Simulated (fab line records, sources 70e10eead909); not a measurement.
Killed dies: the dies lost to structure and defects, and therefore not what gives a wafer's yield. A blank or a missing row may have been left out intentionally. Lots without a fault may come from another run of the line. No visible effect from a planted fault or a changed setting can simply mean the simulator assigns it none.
What tool caused it?    flow nand harc    Sampling: 12 lots, 36 wafers, 6 of 1302 route steps

WHAT THE GAUGES SHOWED, per wafer
NHARC_A_SLIT_OVL_MEAS_10.
lot   measured      on          overlay x nm (nm)
L074  day 19 22:41  overlay-02  0.1 0.8 1.1
L077  day 21 03:59  overlay-02  0.9 0.8 1.3
L080  day 22 03:36  overlay-02  -0.1 -0.1 0.4
L081  day 22 21:08  overlay-01  -0.3 0.1 -0.7
L083  day 22 19:35  overlay-01  0.6 0.7 0.0
L084  day 23 21:44  overlay-02  0.1 1.0 -0.1
L087  day 24 22:21  overlay-02  -0.3 -1.2 -1.5
L089  day 25 17:28  overlay-02  0.0 -0.2 0.2
L091  day 26 21:52  overlay-02  0.9 0.9 1.1
L092  day 27 19:03  overlay-01  1.5 1.3 1.8
L094  day 28 08:29  overlay-02  -1.2 -2.2 -1.9
L097  day 29 10:22  overlay-01  -0.5 -0.1 -0.3

EACH LOT AND THE TOOL THAT RAN IT (in order: tool; ch and the chambers of the sampled wafers; start)
lot   NHARC_A_STAIRCASE_HM_DEP_462   NHARC_A_STAIRCASE_DEP_301        NHARC_A_STAIRCASE_DESCUM_312        NHARC_A_STAIRCASE_ETCH_313          NHARC_A_SGD_CUT_STRIP_28
L074  acl dep-01 ch 0, day 17 06:20  pecvd-04 ch 0,1, day 17 08:13    rie diel-02 ch 0,1,3, day 17 09:11  rie diel-02 ch 0,1,3, day 17 09:16  rie diel-05 ch 0,1,2, day 19 22:41 or earlier
L077  acl dep-01 ch 0, day 18 10:24  pecvd-01 ch 1,2, day 18 12:17    rie diel-13 ch 0,2,3, day 18 13:14  rie diel-13 ch 2,3, day 18 13:21    rie diel-05 ch 0,3, day 21 03:59 or earlier
L080  acl dep-01 ch 0, day 19 10:53  pecvd-03 ch 0,1, day 19 12:44    rie diel-13 ch 0,1,3, day 19 13:44  rie diel-13 ch 0,1,2, day 19 13:50  rie diel-04 ch 0,2,3, day 22 03:36 or earlier
L081  acl dep-01 ch 0, day 20 02:27  pecvd-03 ch 0,1,2, day 20 03:44  rie diel-13 ch 1,2,3, day 20 04:34  rie diel-13 ch 0,2, day 20 05:08    rie diel-05 ch 1,2, day 22 21:08 or earlier
L083  acl dep-02 ch 0, day 20 08:24  pecvd-03 ch 0,2, day 20 10:19    rie diel-13 ch 1,3, day 20 11:14    rie diel-13 ch 1,2, day 20 11:20    rie diel-07 ch 0,1,2, day 22 19:35 or earlier
L084  acl dep-01 ch 0, day 21 03:19  pecvd-03 ch 0,1,2, day 21 04:53  rie diel-13 ch 1,2,3, day 21 05:52  rie diel-13 ch 2,3, day 21 05:56    rie diel-05 ch 0,1,2, day 23 14:19
L087  acl dep-03 ch 0, day 22 03:07  pecvd-04 ch 0,2, day 22 04:40    rie diel-02 ch 0,1,3, day 22 05:31  rie diel-02 ch 0,1, day 22 05:36    rie diel-05 ch 1,3, day 24 22:21 or earlier
L089  acl dep-01 ch 0, day 23 00:50  pecvd-04 ch 0,1,2, day 23 02:05  rie diel-13 ch 1,2, day 23 03:04    rie diel-13 ch 0,1, day 23 03:08    rie diel-04 ch 1,2,3, day 25 17:28 or earlier
L091  acl dep-02 ch 0, day 24 06:37  pecvd-01 ch 1,2, day 24 08:14    rie diel-02 ch 2,3, day 24 09:13    rie diel-02 ch 1,2,3, day 24 09:20  rie diel-04 ch 1,2, day 26 21:52 or earlier
L092  acl dep-01 ch 0, day 24 21:14  pecvd-01 ch 0,1,2, day 24 22:32  rie diel-03 ch 1,2,3, day 24 23:31  rie diel-03 ch 1,3, day 24 23:36    rie diel-07 ch 0,1,3, day 27 19:03 or earlier
L094  acl dep-01 ch 0, day 25 12:37  pecvd-04 ch 1,2, day 25 14:28    rie diel-02 ch 1,2,3, day 25 15:27  rie diel-02 ch 0,1,3, day 25 15:32  rie diel-05 ch 0,1,2, day 28 03:15
L097  acl dep-03 ch 0, day 26 15:15  pecvd-04 ch 0,1, day 26 16:49    rie diel-13 ch 1,2,3, day 26 17:52  rie diel-13 ch 1,2,3, day 26 17:58  rie diel-07 ch 0,1,3, day 29 10:22 or earlier
- NHARC_A_STAIRCASE_HM_DEP_462: deposits aC, target thk 800 nm.
- NHARC_A_STAIRCASE_DEP_301: deposits SiON, target thk 30 nm.
- NHARC_A_STAIRCASE_DESCUM_312: chemistry O2, time 3 s.
- NHARC_A_STAIRCASE_ETCH_313: etches the open film in CF4/CHF3.
- NHARC_A_SGD_CUT_STRIP_28: strips in O2, time 20 s.

THE ANSWER, worked out from the rows above alone
Rule: the lots themselves supply what counts as usual. Put in order of their means at a reading, lots are off if they are a third of the lots or fewer, leave a main group of 4 or more, and stand apart from it by a gap of 3 or more times the standard deviation of the main group's means; of several such gaps the widest counts. The tables above print the reading to a certain number of digits; a main group whose means all agree to those digits is not used. A lot without any number at a reading at which 4 lots or more have one is off too. The other lots that the step has rows for count as sound.
Nothing can be told from this: no lot is off at any reading shown.

WHAT WAS PUT IN BY THE SIMULATOR
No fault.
